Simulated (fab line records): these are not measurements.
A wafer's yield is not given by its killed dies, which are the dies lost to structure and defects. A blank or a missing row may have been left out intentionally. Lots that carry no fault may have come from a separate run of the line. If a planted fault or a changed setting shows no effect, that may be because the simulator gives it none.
A sampling plan put to the test ; flow nand_harc ; one fab line, 20 faults that these records tell of, each judged on the records of the lots that it struck
The plan is the line's own looks: the steps of the route at which a gauge or an inspection reads the wafer and doesn't change it. Where struck wafers have a number at a look and the file lists that look's usual mean and standard deviation on fault-free wafers, the look can be judged. Caught: a look later than the fault's first step finds the struck wafers' mean 4 or more of those standard deviations (sigma) from the usual mean. On the tool: the test repeated on the tool's own readings taken at the fault's steps. Another recipe on the struck wafers, or a record that is blank for them alone, also counts as caught.

THE FAULTS, as the simulator had put them in
1. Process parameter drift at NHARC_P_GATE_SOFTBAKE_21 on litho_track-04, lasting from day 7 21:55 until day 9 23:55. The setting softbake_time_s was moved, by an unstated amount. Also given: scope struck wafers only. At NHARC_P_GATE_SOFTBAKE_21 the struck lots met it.
2. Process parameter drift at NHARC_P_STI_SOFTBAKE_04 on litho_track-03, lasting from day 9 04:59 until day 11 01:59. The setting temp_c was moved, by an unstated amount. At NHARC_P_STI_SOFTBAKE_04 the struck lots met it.
3. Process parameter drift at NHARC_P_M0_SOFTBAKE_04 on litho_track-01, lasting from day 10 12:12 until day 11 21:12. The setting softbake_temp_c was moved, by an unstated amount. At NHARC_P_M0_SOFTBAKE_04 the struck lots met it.
4. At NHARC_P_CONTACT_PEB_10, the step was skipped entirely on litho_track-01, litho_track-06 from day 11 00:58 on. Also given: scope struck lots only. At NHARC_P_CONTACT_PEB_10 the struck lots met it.
5. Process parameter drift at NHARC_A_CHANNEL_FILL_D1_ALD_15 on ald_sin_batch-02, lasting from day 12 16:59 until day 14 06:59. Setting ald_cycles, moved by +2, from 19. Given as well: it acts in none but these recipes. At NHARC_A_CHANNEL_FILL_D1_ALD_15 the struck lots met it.
6. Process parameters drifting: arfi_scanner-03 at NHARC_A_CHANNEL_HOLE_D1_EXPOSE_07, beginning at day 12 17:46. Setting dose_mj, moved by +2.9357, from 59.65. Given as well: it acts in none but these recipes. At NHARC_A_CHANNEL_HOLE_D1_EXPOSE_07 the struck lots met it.
7. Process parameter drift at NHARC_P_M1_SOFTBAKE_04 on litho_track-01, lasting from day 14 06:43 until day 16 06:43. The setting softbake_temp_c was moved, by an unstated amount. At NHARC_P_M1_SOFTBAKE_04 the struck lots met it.
8. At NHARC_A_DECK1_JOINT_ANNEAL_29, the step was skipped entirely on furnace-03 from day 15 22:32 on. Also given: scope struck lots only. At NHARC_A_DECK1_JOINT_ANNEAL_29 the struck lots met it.
9. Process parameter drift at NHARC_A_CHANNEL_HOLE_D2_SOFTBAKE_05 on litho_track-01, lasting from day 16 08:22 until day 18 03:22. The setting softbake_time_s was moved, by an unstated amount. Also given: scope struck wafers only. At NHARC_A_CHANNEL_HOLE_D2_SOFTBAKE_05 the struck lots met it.
10. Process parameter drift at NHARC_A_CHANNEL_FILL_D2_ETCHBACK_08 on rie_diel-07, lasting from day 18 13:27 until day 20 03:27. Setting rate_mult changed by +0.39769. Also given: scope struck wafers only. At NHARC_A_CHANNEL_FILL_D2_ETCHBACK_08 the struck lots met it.
11. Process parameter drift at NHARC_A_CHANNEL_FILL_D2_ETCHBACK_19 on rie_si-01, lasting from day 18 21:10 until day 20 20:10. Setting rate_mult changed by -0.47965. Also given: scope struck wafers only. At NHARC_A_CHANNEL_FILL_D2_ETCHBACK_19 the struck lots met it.
12. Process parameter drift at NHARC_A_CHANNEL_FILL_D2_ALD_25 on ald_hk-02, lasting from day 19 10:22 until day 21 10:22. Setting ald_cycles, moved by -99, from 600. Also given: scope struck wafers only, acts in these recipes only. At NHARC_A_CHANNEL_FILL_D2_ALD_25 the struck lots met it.
13. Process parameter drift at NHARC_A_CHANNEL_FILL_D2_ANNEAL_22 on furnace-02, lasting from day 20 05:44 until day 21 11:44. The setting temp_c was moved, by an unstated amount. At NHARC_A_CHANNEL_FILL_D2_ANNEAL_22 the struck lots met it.
14. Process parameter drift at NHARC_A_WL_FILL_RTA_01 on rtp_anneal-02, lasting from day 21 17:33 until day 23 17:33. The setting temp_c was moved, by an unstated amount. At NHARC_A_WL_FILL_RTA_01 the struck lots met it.
15. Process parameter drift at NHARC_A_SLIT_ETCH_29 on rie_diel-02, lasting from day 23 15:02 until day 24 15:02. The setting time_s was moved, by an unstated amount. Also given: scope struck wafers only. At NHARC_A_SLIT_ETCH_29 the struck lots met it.
16. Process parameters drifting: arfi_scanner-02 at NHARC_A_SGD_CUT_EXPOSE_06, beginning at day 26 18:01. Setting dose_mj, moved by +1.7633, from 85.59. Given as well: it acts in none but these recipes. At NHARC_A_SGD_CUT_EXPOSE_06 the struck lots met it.
17. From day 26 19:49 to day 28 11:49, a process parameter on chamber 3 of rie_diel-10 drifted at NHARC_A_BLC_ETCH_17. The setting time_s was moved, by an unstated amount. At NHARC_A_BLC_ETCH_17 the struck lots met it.
18. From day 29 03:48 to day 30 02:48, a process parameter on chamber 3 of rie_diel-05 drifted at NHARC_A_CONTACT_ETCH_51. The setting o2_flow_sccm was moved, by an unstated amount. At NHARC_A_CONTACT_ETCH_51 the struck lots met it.
19. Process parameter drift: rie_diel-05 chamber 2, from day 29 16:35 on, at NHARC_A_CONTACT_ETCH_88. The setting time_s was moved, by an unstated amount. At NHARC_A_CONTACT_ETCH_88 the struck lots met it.
20. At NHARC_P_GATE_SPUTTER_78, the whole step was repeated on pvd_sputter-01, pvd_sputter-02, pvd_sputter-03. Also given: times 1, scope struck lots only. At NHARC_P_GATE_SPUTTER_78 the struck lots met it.

WHAT THE PLAN SAW
fault;on the tool itself;first look that catches it;reading, sigma;median hours from its first step to that look;hours from the fault's start to the first struck lot there;judged looks passed uncaught
1;heater_power_total_W +99 or beyond sigma;no look after it can be judged;-;-;-;0
2;plate_temp_C +25 sigma;no look after it can be judged;-;-;-;0
3;heater_power_total_W -27 sigma;not the one look that can be judged after it;-;-;-;1
4;the tool's record is blank for the struck wafers;no look after it can be judged;-;-;-;0
5;under 2 sigma;not the one look that can be judged after it;-;-;-;1
6;exposure_dose_mJ_cm2 +40 sigma;no look after it can be judged;-;-;-;0
7;heater_power_total_W -55 sigma;none of the 2 looks that can be judged after it;-;-;-;2
8;the tool's record is blank for the struck wafers;not the one look that can be judged after it;-;-;-;1
9;heater_power_total_W +99 or beyond sigma;not the one look that can be judged after it;-;-;-;1
10;oes_product_au +7.1 sigma;no look after it can be judged;-;-;-;0
11;oes_product_au -25 sigma;no look after it can be judged;-;-;-;0
12;under 2 sigma;not the one look that can be judged after it;-;-;-;1
13;tube_center_temp_C -99 or beyond sigma;not the one look that can be judged after it;-;-;-;1
14;wafer_temp_C_max -40 sigma;no look after it can be judged;-;-;-;0
15;run_length_s -10 sigma;no look after it can be judged;-;-;-;0
16;exposure_dose_mJ_cm2 +18 sigma;no look after it can be judged;-;-;-;0
17;run_length_s +65 sigma;no look after it can be judged;-;-;-;0
18;throttle_valve_pct +99 or beyond sigma;not the one look that can be judged after it;-;-;-;1
19;run_length_s -53 sigma;no look after it can be judged;-;-;-;0
20;no reading that can be judged;no look after it can be judged;-;-;-;0
A dash: the fault isn't caught, or these records don't give the number.

Caught at a look: 0 of 20. Caught on the tool: 17 of 20. By one or the other: 17 of 20.
Caught on the tool alone: faults 1, 2, 3, 4, 6, 7, 8, 9, 10, 11, 13, 14, 15, 16, 17, 18, 19.
Caught by neither: faults 5, 12, 20.
